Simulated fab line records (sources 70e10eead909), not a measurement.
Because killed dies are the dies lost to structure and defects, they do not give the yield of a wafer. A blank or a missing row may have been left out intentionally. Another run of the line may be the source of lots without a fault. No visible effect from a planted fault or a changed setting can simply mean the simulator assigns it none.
fab line records + flow nand-harc
record:
- lots: 6
- wafers: 18
- last-day: 33
route steps=1302 shown A_BONDPAD@1210 END@1302
lots that met no fault: from a run of the same line without faults
start-h: the number of hours between the record's first day and the start of the first shown wafer of the lot + wait-h: hours elapsed since this lot's preceding step + " same as the row above + L1.1+2: a single row standing in for several wafers + - no value present, or no start provided + * or withheld: withheld + < > ~ a bound
route shown NAME@n: a module of which the file shows steps, and the number in the route of the first + usual: mean and standard deviation over wafers with no fault + same: alike in all rows + chamber/n: place in a boat + sites: per-site readings + _std_site: standard deviation of those values + _edge_site: inner sites' mean taken away from outer sites' mean + radius-mm: how far each site lies from the wafer's centre + mask NAME#n: copy n + behind: the last tool/chamber to shape the wafer + hold: why the lot was held/for how many hours/how that ended + device: whichever transistor did not switch (one of n, p or np) + end of line: the tests these same wafers got at the end of their route + where a step has no rows: the recipe by itself + killed: dies that structure and defects cost at the first sort, which is not the same as the wafer's yield + map: a wafer's dies, marking killed ones x, the rest . and places with no die _
set.NAME: the setting as run; set.NAME@STEP: as run at that earlier step + model.NAME: the simulator's own value behind a step, which no gauge read
lots at some steps of the route; a table a step, a row a wafer
services: when a tool's chamber went out of use (start-h, in hours from the record's first day, below 0 if earlier), for how many hours, and the reason
== steps ==
step: NHARC_A_BONDPAD_SOFTBAKE_04
recipe:
- temp-c: 125
- time-s: 70
step: NHARC_A_BONDPAD_EBR_05
step: NHARC_A_BONDPAD_EXPOSE_06
recipe:
- na: 0.55
- dose-mj: 36.99
- mask-id: A_BPAD
step: NHARC_A_BONDPAD_PEB_07
recipe:
- peb-temp-c: 128
- peb-time-s: 80
step: NHARC_A_BONDPAD_DEVELOP_08
recipe:
- time-s: 50
- dev-temp-c: 22
step: NHARC_A_BONDPAD_CD_MEAS_09
recipe:
- target-cd-nm: 500
- landing-energy-ev: 500
usual:
- cd-nm: 500.9/1.7
| lot.wafer | tool      | chamber | start-h | wait-h | cd-nm |
|-----------|-----------|---------|---------|--------|-------|
| L372.1    | cd-sem-02 | 0       | 548.51  | -      | 503.2 |
| L372.2    | "         | 0       | "       | "      | 502.8 |
| L372.5    | "         | 0       | "       | "      | 502.5 |
| L374.4    | cd-sem-01 | 0       | 551.37  | -      | 500.8 |
| L374.5    | "         | 0       | "       | "      | 500.1 |
| L374.6    | "         | 0       | "       | "      | 501.0 |
| L380.1    | cd-sem-01 | 0       | 626.56  | -      | 500.4 |
| L380.3    | "         | 0       | "       | "      | 501.5 |
| L380.4    | "         | 0       | "       | "      | 500.0 |
| L383.1    | cd-sem-03 | 0       | 643.20  | -      | 499.7 |
| L383.4    | "         | 0       | "       | "      | 500.6 |
| L383.6    | "         | 0       | "       | "      | 501.2 |
| L388.2    | cd-sem-03 | 0       | 701.83  | -      | 502.5 |
| L388.3    | "         | 0       | "       | "      | 498.8 |
| L388.6    | "         | 0       | "       | "      | 500.1 |
| L393.1    | cd-sem-02 | 0       | 754.76  | -      | 502.2 |
| L393.4    | "         | 0       | "       | "      | 501.6 |
| L393.6    | "         | 0       | "       | "      | 501.0 |
step: NHARC_A_BONDPAD_OVL_MEAS_35
usual:
- overlay-x-nm: 1/5.3
- overlay-y-nm: 0/6.1
| lot.wafer | tool       | chamber | start-h | wait-h | overlay-x-nm | overlay-y-nm |
|-----------|------------|---------|---------|--------|--------------|--------------|
| L372.1    | overlay-02 | -       | 548.60  | -      | 1            | 1            |
| L372.2    | "          | -       | "       | "      | 1            | 1            |
| L372.5    | "          | -       | "       | "      | 1            | 1            |
| L374.4    | overlay-01 | -       | 551.45  | -      | -2           | -1           |
| L374.5    | "          | -       | "       | "      | -1           | -1           |
| L374.6    | "          | -       | "       | "      | -1           | -1           |
| L380.1    | overlay-01 | -       | 626.65  | -      | 0            | 1            |
| L380.3    | "          | -       | "       | "      | 1            | 2            |
| L380.4    | "          | -       | "       | "      | 0            | 1            |
| L383.1    | overlay-02 | -       | 643.29  | -      | -4           | 0            |
| L383.4    | "          | -       | "       | "      | -5           | 1            |
| L383.6    | "          | -       | "       | "      | -4           | 1            |
| L388.2    | overlay-02 | -       | 701.92  | -      | 6            | -2           |
| L388.3    | "          | -       | "       | "      | 6            | -2           |
| L388.6    | "          | -       | "       | "      | 6            | -3           |
| L393.1    | overlay-02 | -       | 754.84  | -      | 2            | 7            |
| L393.4    | "          | -       | "       | "      | 3            | 7            |
| L393.6    | "          | -       | "       | "      | 2            | 7            |
step: NHARC_A_BONDPAD_HARDBAKE_10
recipe:
- temp-c: 118
- time-s: 65
step: NHARC_A_BONDPAD_DESCUM_11
recipe:
- time-s: 3
- o2-flow-sccm: 200
- ar-flow-sccm: 0
- bias-power-w: 0
- chemistry: O2
usual:
- drypump-motor-current-A: 5.5/0.57
- oes-product-au: 1.000/0.012
- rf-vpp-V: 57.7/0.92
- showerhead-plenum-p-Torr: 1.90/0.098
- throttle-valve-pct: 11.312/0.0083
same:
- bias-power-w: 0
| lot.wafer | tool        | chamber | start-h | wait-h | drypump-motor-current-A | oes-product-au | rf-hours-counter-h | rf-vpp-V | showerhead-plenum-p-Torr | throttle-valve-pct |
|-----------|-------------|---------|---------|--------|-------------------------|----------------|--------------------|----------|--------------------------|--------------------|
| L372.2    | rie-diel-09 | 3       | 548.74  | -      | 5.5                     | 0.992          | 7                  | 58.8     | 2.07                     | 11.319             |
| L372.1    | "           | 0       | "       | "      | 5.2                     | 1.003          | 7                  | 56.9     | 1.86                     | 11.302             |
| L372.5    | "           | 2       | "       | "      | 4.7                     | 1.020          | -                  | 58.1     | 1.80                     | 11.302             |
| L374.4    | rie-diel-05 | 2       | 551.59  | -      | 5.7                     | 1.017          | 51                 | 57.4     | 1.76                     | 11.315             |
| L374.6    | "           | 1       | "       | "      | 4.9                     | 0.992          | -                  | 56.9     | 1.94                     | 11.323             |
| L374.5    | "           | 2       | "       | "      | 5.7                     | 1.018          | -                  | 56.4     | 1.76                     | 11.313             |
| L380.3    | rie-diel-09 | 2       | 626.78  | -      | 4.7                     | 1.020          | 21                 | 56.2     | 1.79                     | 11.310             |
| L380.1    | "           | 3       | "       | "      | 5.6                     | 0.998          | 21                 | 58.2     | 2.07                     | 11.307             |
| L380.4    | "           | 0       | "       | "      | 5.2                     | 1.002          | 21                 | 56.5     | 1.86                     | 11.305             |
| L383.1    | rie-diel-09 | 2       | 643.44  | -      | 4.6                     | 1.025          | 24                 | 58.2     | 1.79                     | 11.325             |
| L383.4    | "           | 0       | "       | "      | 5.2                     | 1.012          | -                  | 57.1     | 1.86                     | 11.302             |
| L383.6    | "           | 2       | "       | "      | 4.7                     | 1.021          | -                  | 56.3     | 1.79                     | 11.338             |
| L388.3    | rie-diel-08 | 2       | 702.04  | -      | 6.6                     | 0.992          | 4                  | 57.6     | 1.93                     | 11.309             |
| L388.2    | "           | 3       | "       | "      | 5.5                     | 0.987          | 4                  | 58.2     | 1.96                     | 11.312             |
| L388.6    | "           | 2       | "       | "      | 6.7                     | 0.995          | -                  | 57.7     | 1.93                     | 11.299             |
| L393.1    | rie-diel-09 | 1       | 754.97  | -      | 6.0                     | 1.017          | 10                 | 57.4     | 1.77                     | 11.320             |
| L393.6    | "           | 1       | "       | "      | 6.0                     | 1.003          | -                  | 56.8     | 1.77                     | 11.306             |
| L393.4    | "           | 2       | "       | "      | 4.6                     | 1.015          | -                  | 56.0     | 1.79                     | 11.309             |
step: NHARC_A_BONDPAD_ETCH_34
recipe:
- target-depth-a: 600
- overetch-a: 180
- time-s: 65.91
- ion-energy-ev: 200
- n2-flow-sccm: 150
- h2-flow-sccm: 150
- ar-flow-sccm: 0
- rf-w: 400
- bias-w: 150
- chemistry: N2/H2
usual:
- drypump-motor-current-A: 5.5/0.55
- oes-product-au: 0.998/0.011
- rf-fwd-power-W: 396.5/1.7
- rf-vpp-V: 430/3
- showerhead-plenum-p-Torr: 2.03/0.11
- throttle-valve-pct: 14.172/0.0083
| lot.wafer | tool        | chamber | start-h | wait-h | drypump-motor-current-A | oes-product-au | rf-fwd-power-W | rf-hours-counter-h | rf-vpp-V | showerhead-plenum-p-Torr | throttle-valve-pct |
|-----------|-------------|---------|---------|--------|-------------------------|----------------|----------------|--------------------|----------|--------------------------|--------------------|
| L372.1    | rie-diel-09 | 3       | 548.81  | 0.1    | 5.6                     | 0.978          | 398.0          | 7                  | 436      | 2.22                     | 14.171             |
| L372.2    | "           | 2       | "       | "      | 4.7                     | 1.006          | 397.7          | 8                  | 426      | 1.91                     | 14.176             |
| L372.5    | "           | 0       | "       | "      | 5.2                     | 1.006          | 393.5          | -                  | 430      | 1.99                     | 14.170             |
| L374.4    | rie-diel-05 | 2       | 551.68  | 0.1    | 5.7                     | 1.010          | 395.7          | 51                 | 427      | 1.88                     | 14.175             |
| L374.5    | "           | 0       | "       | "      | 6.0                     | 1.004          | 395.2          | -                  | 426      | 1.91                     | 14.161             |
| L374.6    | "           | 1       | "       | "      | 4.9                     | 0.996          | 395.9          | -                  | 432      | 2.07                     | 14.159             |
| L380.1    | rie-diel-09 | 3       | 626.86  | 0.1    | 5.6                     | 0.982          | 399.0          | 21                 | 437      | 2.21                     | 14.169             |
| L380.4    | "           | 0       | "       | "      | 5.2                     | 1.000          | 397.8          | 21                 | 427      | 1.98                     | 14.169             |
| L380.3    | "           | 2       | "       | "      | 4.7                     | 1.009          | 398.4          | 21                 | 427      | 1.91                     | 14.168             |
| L383.1    | rie-diel-09 | 0       | 643.53  | 0.1    | 5.2                     | 1.012          | 394.4          | 24                 | 429      | 1.98                     | 14.181             |
| L383.6    | "           | 0       | "       | "      | 5.2                     | 0.996          | 396.9          | -                  | 428      | 1.98                     | 14.171             |
| L383.4    | "           | 1       | "       | "      | 6.0                     | 0.996          | 397.1          | -                  | 426      | 1.89                     | 14.168             |
| L388.2    | rie-diel-08 | 0       | 702.13  | 0.1    | 5.8                     | 0.992          | 395.0          | 4                  | 434      | 2.17                     | 14.180             |
| L388.3    | "           | 2       | "       | "      | 6.7                     | 0.992          | 394.5          | 4                  | 431      | 2.05                     | 14.162             |
| L388.6    | "           | 3       | "       | "      | 5.5                     | 0.969          | 399.1          | -                  | 432      | 2.10                     | 14.172             |
| L393.1    | rie-diel-09 | 1       | 755.09  | 0.1    | 6.1                     | 0.997          | 396.7          | 10                 | 428      | 1.88                     | 14.182             |
| L393.6    | "           | 2       | "       | "      | 4.7                     | 1.014          | 397.0          | -                  | 426      | 1.90                     | 14.181             |
| L393.4    | "           | 1       | "       | "      | 6.0                     | 1.003          | 393.5          | -                  | 425      | 1.88                     | 14.168             |
step: NHARC_A_BONDPAD_ETCH_12
recipe:
- target-depth-a: 2200
- time-s: 110
- chf3-flow-sccm: 50
- o2-flow-sccm: 10
- ar-flow-sccm: 200
- rf-w: 500
- bias-w: 200
- chemistry: CHF3/O2
usual:
- drypump-motor-current-A: 5.5/0.58
- oes-product-au: 0.940/0.022
- rf-fwd-power-W: 496.8/1.8
- rf-vpp-V: 370.2/2.8
- showerhead-plenum-p-Torr: 2.38/0.12
- throttle-valve-pct: 20.573/0.0096
| lot.wafer | tool        | chamber | start-h | wait-h | drypump-motor-current-A | oes-product-au | rf-fwd-power-W | rf-hours-counter-h | rf-vpp-V | showerhead-plenum-p-Torr | throttle-valve-pct |
|-----------|-------------|---------|---------|--------|-------------------------|----------------|----------------|--------------------|----------|--------------------------|--------------------|
| L372.2    | rie-diel-09 | 3       | -       | -      | 5.6                     | 0.912          | 497.7          | 7                  | 375.3    | 2.59                     | 20.577             |
| L372.1    | "           | 1       | "       | "      | 6.0                     | 0.904          | 498.2          | 8                  | 366.3    | 2.24                     | 20.588             |
| L372.5    | "           | 2       | "       | "      | 4.7                     | 0.929          | 498.4          | -                  | 366.8    | 2.26                     | 20.556             |
| L374.4    | rie-diel-05 | 1       | -       | -      | 4.9                     | 0.928          | 497.2          | 50                 | 372.1    | 2.44                     | 20.577             |
| L374.6    | "           | 1       | "       | "      | 4.9                     | 0.918          | 498.2          | -                  | 373.2    | 2.44                     | 20.568             |
| L374.5    | "           | 2       | "       | "      | 5.7                     | 0.937          | 498.4          | -                  | 365.0    | 2.22                     | 20.587             |
| L380.1    | rie-diel-09 | 1       | -       | -      | 6.0                     | 0.928          | 497.8          | 21                 | 368.3    | 2.23                     | 20.581             |
| L380.4    | "           | 2       | "       | "      | 4.7                     | 0.940          | 496.3          | 21                 | 368.5    | 2.26                     | 20.559             |
| L380.3    | "           | 3       | "       | "      | 5.5                     | 0.917          | 497.0          | 21                 | 374.9    | 2.59                     | 20.587             |
| L383.1    | rie-diel-09 | 0       | -       | -      | 5.2                     | 0.939          | 495.4          | 24                 | 369.5    | 2.34                     | 20.560             |
| L383.4    | "           | 0       | "       | "      | 5.2                     | 0.931          | 494.5          | -                  | 369.5    | 2.34                     | 20.579             |
| L383.6    | "           | 1       | "       | "      | 6.0                     | 0.941          | 495.5          | -                  | 367.9    | 2.23                     | 20.578             |
| L388.2    | rie-diel-08 | 1       | -       | -      | 5.1                     | 0.925          | 498.2          | 5                  | 369.4    | 2.35                     | 20.562             |
| L388.3    | "           | 2       | "       | "      | 6.7                     | 0.917          | 495.8          | 5                  | 371.7    | 2.42                     | 20.565             |
| L388.6    | "           | 2       | "       | "      | 6.7                     | 0.925          | 495.1          | -                  | 371.3    | 2.42                     | 20.564             |
| L393.1    | rie-diel-09 | 2       | -       | -      | 4.6                     | 0.939          | 494.0          | 10                 | 368.9    | 2.25                     | 20.583             |
| L393.4    | "           | 2       | "       | "      | 4.6                     | 0.944          | 498.7          | -                  | 365.8    | 2.25                     | 20.576             |
| L393.6    | "           | 0       | "       | "      | 5.2                     | 0.937          | 498.1          | -                  | 369.3    | 2.33                     | 20.588             |
step: NHARC_A_BONDPAD_CD_MEAS_13
usual:
- cd-nm: 500.3/1.9
| lot.wafer | tool      | chamber | start-h | wait-h | cd-nm |
|-----------|-----------|---------|---------|--------|-------|
| L372.1    | cd-sem-01 | -       | 549.04  | -      | 501.0 |
| L372.2    | "         | -       | "       | "      | 501.4 |
| L372.5    | "         | -       | "       | "      | 502.2 |
| L374.4    | cd-sem-03 | -       | 551.90  | -      | 499.3 |
| L374.5    | "         | -       | "       | "      | 499.3 |
| L374.6    | "         | -       | "       | "      | 499.6 |
| L380.1    | cd-sem-01 | -       | 627.09  | -      | 499.5 |
| L380.3    | "         | -       | "       | "      | 499.8 |
| L380.4    | "         | -       | "       | "      | 500.5 |
| L383.1    | cd-sem-03 | -       | 643.78  | -      | 499.5 |
| L383.4    | "         | -       | "       | "      | 499.4 |
| L383.6    | "         | -       | "       | "      | 500.7 |
| L388.2    | cd-sem-01 | -       | 702.41  | -      | 502.3 |
| L388.3    | "         | -       | "       | "      | 497.2 |
| L388.6    | "         | -       | "       | "      | 498.3 |
| L393.1    | cd-sem-02 | -       | 755.33  | -      | 502.3 |
| L393.4    | "         | -       | "       | "      | 501.8 |
| L393.6    | "         | -       | "       | "      | 500.7 |
step: NHARC_A_BONDPAD_STRIP_15
recipe:
- o2-flow-sccm: 500
- ar-flow-sccm: 0
- bias-w: 0
- chemistry: O2
usual:
- chamber-pressure-mTorr: 59.99/0.057
- drypump-motor-current-A: 5.6/0.55
- oes-product-au: 0.998/0.013
- rf-vpp-V: 57.8/0.88
- showerhead-plenum-p-Torr: 3.53/0.16
- throttle-valve-pct: 17.037/0.0078
| lot.wafer | tool        | chamber | start-h | wait-h | chamber-pressure-mTorr | drypump-motor-current-A | oes-product-au | rf-hours-counter-h | rf-vpp-V | showerhead-plenum-p-Torr | throttle-valve-pct |
|-----------|-------------|---------|---------|--------|------------------------|-------------------------|----------------|--------------------|----------|--------------------------|--------------------|
| L372.1    | rie-diel-09 | 0       | 549.15  | 0.1    | 59.92                  | 5.2                     | 1.020          | 8                  | 57.1     | 3.44                     | 17.043             |
| L372.2    | "           | 1       | "       | "      | 59.98                  | 6.0                     | 0.989          | 8                  | 56.8     | 3.30                     | 17.036             |
| L372.5    | "           | 3       | "       | "      | 60.01                  | 5.6                     | 0.992          | -                  | 59.2     | 3.80                     | 17.033             |
| L374.4    | rie-diel-09 | 1       | 551.98  | 0.1    | 59.91                  | 6.0                     | 0.991          | 8                  | 57.1     | 3.30                     | 17.027             |
| L374.5    | "           | 0       | "       | "      | 59.95                  | 5.2                     | 1.019          | -                  | 58.5     | 3.44                     | 17.030             |
| L374.6    | "           | 1       | "       | "      | 60.04                  | 6.0                     | 0.988          | -                  | 57.7     | 3.30                     | 17.037             |
| L380.4    | rie-diel-09 | 0       | 627.17  | 0.1    | 54.75                  | 5.2                     | 1.007          | 22                 | 57.3     | 3.44                     | 17.039             |
| L380.3    | "           | 1       | "       | "      | 54.75                  | 6.0                     | 0.996          | 22                 | 56.2     | 3.29                     | 17.051             |
| L380.1    | "           | 3       | "       | "      | 54.68                  | 5.6                     | 0.987          | 21                 | 57.1     | 3.80                     | 17.039             |
| L383.1    | rie-diel-09 | 0       | 643.87  | 0.1    | 54.78                  | 5.2                     | 1.009          | 24                 | 58.8     | 3.43                     | 17.031             |
| L383.6    | "           | 0       | "       | "      | 54.77                  | 5.2                     | 1.008          | -                  | 57.6     | 3.43                     | 17.027             |
| L383.4    | "           | 1       | "       | "      | 54.75                  | 6.0                     | 0.993          | -                  | 56.4     | 3.29                     | 17.032             |
| L388.2    | rie-diel-08 | 3       | 702.48  | 0.1    | 59.97                  | 5.5                     | 0.975          | 4                  | 55.7     | 3.62                     | 17.030             |
| L388.3    | "           | 1       | "       | "      | 60.02                  | 5.1                     | 1.018          | 5                  | 58.3     | 3.45                     | 17.025             |
| L388.6    | "           | 3       | "       | "      | 59.90                  | 5.5                     | 0.979          | -                  | 59.0     | 3.62                     | 17.034             |
| L393.4    | rie-diel-08 | 1       | 755.44  | 0.1    | 60.07                  | 5.1                     | 1.010          | 1                  | 57.8     | 3.45                     | 17.041             |
| L393.1    | "           | 2       | "       | "      | 59.95                  | 6.7                     | 1.018          | 1                  | 57.7     | 3.55                     | 17.033             |
| L393.6    | "           | 3       | "       | "      | 60.10                  | 5.5                     | 1.000          | -                  | 59.0     | 3.62                     | 17.036             |
step: NHARC_A_BONDPAD_ETCH_24
recipe:
- target-depth-a: 300
- over-etch-frac: 0.3
- time-s: 72.99
- ion-energy-ev: 150
- cf4-flow-sccm: 50
- n2-flow-sccm: 100
- ar-flow-sccm: 150
- rf-w: 300
- bias-w: 100
- chemistry: CF4/N2
usual:
- drypump-motor-current-A: 5.6/0.57
- oes-product-au: 0.997/0.012
- rf-fwd-power-W: 297.5/1.2
- rf-vpp-V: 314.1/2.2
- showerhead-plenum-p-Torr: 2.62/0.12
- throttle-valve-pct: 19.794/0.0093
| lot.wafer | tool        | chamber | start-h | wait-h | drypump-motor-current-A | oes-product-au | rf-fwd-power-W | rf-hours-counter-h | rf-vpp-V | showerhead-plenum-p-Torr | throttle-valve-pct |
|-----------|-------------|---------|---------|--------|-------------------------|----------------|----------------|--------------------|----------|--------------------------|--------------------|
| L372.1    | rie-diel-09 | 3       | -       | -      | 5.6                     | 0.996          | 298.5          | 8                  | 317.3    | 2.83                     | 19.805             |
| L372.2    | "           | 0       | "       | "      | 5.2                     | 1.011          | 296.4          | 8                  | 311.3    | 2.56                     | 19.801             |
| L372.5    | "           | 2       | "       | "      | 4.6                     | 1.015          | 298.3          | -                  | 311.5    | 2.47                     | 19.781             |
| L374.4    | rie-diel-09 | 0       | -       | -      | 5.2                     | 1.018          | 297.1          | 8                  | 312.9    | 2.56                     | 19.801             |
| L374.6    | "           | 1       | "       | "      | 6.0                     | 1.005          | 298.6          | -                  | 311.7    | 2.45                     | 19.796             |
| L374.5    | "           | 2       | "       | "      | 4.6                     | 1.016          | 296.6          | -                  | 310.1    | 2.47                     | 19.797             |
| L380.1    | rie-diel-09 | 1       | -       | -      | 6.0                     | 0.997          | 297.9          | 22                 | 312.1    | 2.45                     | 19.795             |
| L380.4    | "           | 3       | "       | "      | 5.6                     | 0.981          | 297.7          | 21                 | 315.8    | 2.83                     | 19.783             |
| L380.3    | "           | 0       | "       | "      | 5.2                     | 1.012          | 297.3          | 22                 | 312.7    | 2.56                     | 19.789             |
| L383.1    | rie-diel-09 | 2       | 644.03  | 0.1    | 4.7                     | 1.008          | 297.8          | 24                 | 311.1    | 2.47                     | 19.786             |
| L383.4    | "           | 2       | "       | "      | 4.7                     | 1.006          | 299.2          | -                  | 310.0    | 2.47                     | 19.766             |
| L383.6    | "           | 1       | "       | "      | 6.0                     | 0.994          | 297.6          | -                  | 311.9    | 2.44                     | 19.792             |
| L388.3    | rie-diel-08 | 0       | -       | -      | 5.7                     | 0.985          | 297.5          | 4                  | 316.5    | 2.78                     | 19.785             |
| L388.2    | "           | 1       | "       | "      | 5.1                     | 1.004          | 297.9          | 5                  | 313.1    | 2.56                     | 19.795             |
| L388.6    | "           | 3       | "       | "      | 5.5                     | 0.967          | 299.2          | -                  | 315.9    | 2.69                     | 19.799             |
| L393.1    | rie-diel-08 | 2       | -       | -      | 6.6                     | 1.004          | 296.6          | 1                  | 313.8    | 2.64                     | 19.808             |
| L393.4    | "           | 3       | "       | "      | 5.5                     | 0.998          | 296.7          | 0                  | 316.0    | 2.69                     | 19.801             |
| L393.6    | "           | 3       | "       | "      | 5.5                     | 0.995          | 298.5          | -                  | 315.5    | 2.69                     | 19.792             |
step: NHARC_END_SORT_01
recipe:
- temp-c: 25
usual:
- defect-limited-yield: 90/3.4
- killed-at-array: 62/22
- killed-at-other: 1.0/1.4
- killed-at-periphery: 4.2/2.8
- killed-dies: 67/23
- killed-open: 3.1/1.7
- killed-short: 2.1/1.5
same:
- gross-dies: 677
| lot.wafer | tool      | chamber | start-h | wait-h | defect-limited-yield[%] | killed-at-array | killed-at-other | killed-at-periphery | killed-dies | killed-open | killed-short |
|-----------|-----------|---------|---------|--------|-------------------------|-----------------|-----------------|---------------------|-------------|-------------|--------------|
| L380.1    | prober-01 | 0       | 653.88  | 2.5    | 95                      | 27              | 3               | 3                   | 33          | 3           | 1            |
| L380.3    | prober-01 | 0       | 655.49  | 3.1    | 93                      | 42              | 3               | 2                   | 47          | 6           | 4            |
| L380.4    | prober-01 | 0       | 656.30  | 3.4    | 94                      | 35              | 2               | 2                   | 39          | 1           | 1            |
| L388.2    | prober-01 | 0       | 732.42  | 2.8    | 95                      | 29              | 0               | 2                   | 31          | 5           | 0            |
| L388.3    | prober-01 | 0       | 733.22  | 3.1    | 96                      | 22              | 0               | 3                   | 25          | 1           | 2            |
| L388.6    | prober-01 | 0       | 735.61  | 4.0    | 95                      | 32              | 0               | 1                   | 33          | 2           | 1            |
| L393.1    | prober-01 | 0       | 786.86  | 2.5    | 96                      | 25              | 0               | 3                   | 28          | 4           | 3            |
| L393.4    | prober-01 | 0       | 789.25  | 3.4    | 94                      | 32              | 1               | 6                   | 39          | 6           | 2            |
| L393.6    | prober-01 | 0       | 790.83  | 4.0    | 95                      | 31              | 1               | 5                   | 37          | 4           | 6            |
killed by level:class
L380.1 A_CHANNEL_HOLE_D2:chamber-film-flake=16 A_CHANNEL_HOLE_D1:chamber-film-flake=4 THIN_TSV:chamber-film-flake=3 P_ZERO_WELL:chamber-film-flake=2 A_SGD_CUT:chamber-film-flake=2 P_CONTACT:geometric-particle:open=1 A_ONON_D2:geometric-particle:open=1 A_SGD_CUT:geometric-particle:open=1
L380.3 A_CHANNEL_HOLE_D1:chamber-film-flake=10 A_CHANNEL_HOLE_D2:chamber-film-flake=10 A_SGD_CUT:chamber-film-flake=6 A_SLIT:chamber-film-flake=3 THIN_TSV:chamber-film-flake=3 A_ONON_D1:geometric-particle:short=2 A_CHANNEL_FILL_D1:geometric-particle:open=2 A_ONON_D2:geometric-particle:open=2
L380.4 A_CHANNEL_HOLE_D2:chamber-film-flake=14 A_SGD_CUT:chamber-film-flake=8 A_CHANNEL_HOLE_D1:chamber-film-flake=5 A_SLIT:chamber-film-flake=4 THIN_TSV:chamber-film-flake=2 A_CHANNEL_FILL_D1:geometric-particle:open=1 A_WL_FILL:geometric-particle:short=1 P_ZERO_WELL:chamber-film-flake=1
L388.2 A_CHANNEL_HOLE_D1:chamber-film-flake=9 A_STAIRCASE:chamber-film-flake=8 A_CONTACT:chamber-film-flake=4 A_SLIT:chamber-film-flake=3 P_CONTACT:geometric-particle:open=1 P_M2:geometric-particle:open=1 A_ONON_D2:geometric-particle:open=1 A_WL_FILL:geometric-particle:open=1
L388.3 A_CHANNEL_HOLE_D1:chamber-film-flake=8 A_STAIRCASE:chamber-film-flake=6 P_ZERO_WELL:chamber-film-flake=2 A_CHANNEL_FILL_D1:chamber-film-flake=2 P_GATE:geometric-particle:open=1 A_DECK1_JOINT:geometric-particle:short=1 A_M0:geometric-particle:short=1 A_DECK1_JOINT:chamber-film-flake=1
L388.6 A_CHANNEL_HOLE_D1:chamber-film-flake=9 A_SLIT:chamber-film-flake=7 A_STAIRCASE:chamber-film-flake=4 A_DECK1_JOINT:chamber-film-flake=2 A_WL_FILL:chamber-film-flake=2 A_CHANNEL_FILL_D1:geometric-particle:open=1 A_CHANNEL_FILL_D1:geometric-particle:short=1 A_DECK1_JOINT:geometric-particle:open=1
L393.1 A_SLIT:chamber-film-flake=7 A_SGD_CUT:chamber-film-flake=3 A_CHANNEL_HOLE_D1:chamber-film-flake=2 A_CHANNEL_HOLE_D2:chamber-film-flake=2 A_CONTACT:chamber-film-flake=2 P_CONTACT:geometric-particle:short=1 P_M0:geometric-particle:open=1 A_CHANNEL_FILL_D1:geometric-particle:short=1
L393.4 A_CONTACT:chamber-film-flake=11 A_SLIT:chamber-film-flake=6 P_CONTACT:geometric-particle:open=3 A_CHANNEL_HOLE_D1:unspecified=3 A_SGD_CUT:chamber-film-flake=3 A_CHANNEL_FILL_D1:geometric-particle:open=2 P_ZERO_WELL:chamber-film-flake=2 A_CHANNEL_FILL_D1:geometric-particle:short=1
L393.6 A_SLIT:chamber-film-flake=10 A_SGD_CUT:chamber-film-flake=4 A_CONTACT:chamber-film-flake=4 A_M0:geometric-particle:open=2 P_ZERO_WELL:chamber-film-flake=2 A_CHANNEL_HOLE_D1:unspecified=2 A_WL_FILL:chamber-film-flake=2 P_GATE:geometric-particle:open=1
== services ==
| tool        | chamber | start-h | hours | kind   |
|-------------|---------|---------|-------|--------|
| rie-diel-09 | 0       | 530.73  | -     | clean  |
| rie-diel-09 | 1       | 530.73  | -     | clean  |
| rie-diel-09 | 2       | 530.73  | -     | clean  |
| rie-diel-09 | 3       | 530.73  | -     | clean  |
| rie-diel-05 | 0       | 541.14  | 4.4   | repair |
| rie-diel-08 | -       | 544.84  | 9.0   | pm     |
| rie-diel-09 | 0       | 555.23  | -     | clean  |
| rie-diel-09 | 1       | 555.23  | -     | clean  |
| rie-diel-09 | 2       | 555.23  | -     | clean  |
| rie-diel-09 | 3       | 555.23  | -     | clean  |
| rie-diel-05 | 0       | 571.25  | 7.7   | repair |
| rie-diel-09 | 0       | 579.81  | -     | clean  |
| rie-diel-09 | 1       | 579.81  | -     | clean  |
| rie-diel-09 | 2       | 579.81  | -     | clean  |
| rie-diel-09 | 3       | 579.81  | -     | clean  |
| rie-diel-05 | -       | 584.74  | 9.0   | pm     |
| rie-diel-05 | 3       | 621.63  | 9.3   | repair |
| rie-diel-08 | 0       | 627.69  | 8.6   | repair |
| rie-diel-09 | -       | 674.10  | 9.0   | pm     |
| rie-diel-08 | -       | 697.54  | 0.7   | repair |
| rie-diel-09 | 1       | 713.42  | 9.6   | repair |
| rie-diel-08 | -       | 721.84  | 9.0   | pm     |
| rie-diel-05 | 3       | 741.64  | 6.4   | repair |
| rie-diel-09 | 3       | 750.04  | 15.0  | repair |
== key ==
first-sign:
- step: NHARC_A_BONDPAD_STRIP_15
- reading: chamber-pressure-mTorr
- direction: down
- sigmas: 92
- usual: 59.99
- struck: 54.75
effect none on later readings
met-at NHARC_A_BONDPAD_STRIP_15
struck-wafers L380.1,L380.3,L380.4,L383.1,L383.4,L383.6
onset-between 551.98 627.17
fault:
- kind: process-parameter-drift
- tool: rie-diel-09
- chamber: -
- onset-h: 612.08
- steps: NHARC_A_BONDPAD_STRIP_15
- channel: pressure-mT
- offset: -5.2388
- shape: step
- end-h: 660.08
- acts-in: these-recipes-only
- stated: 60
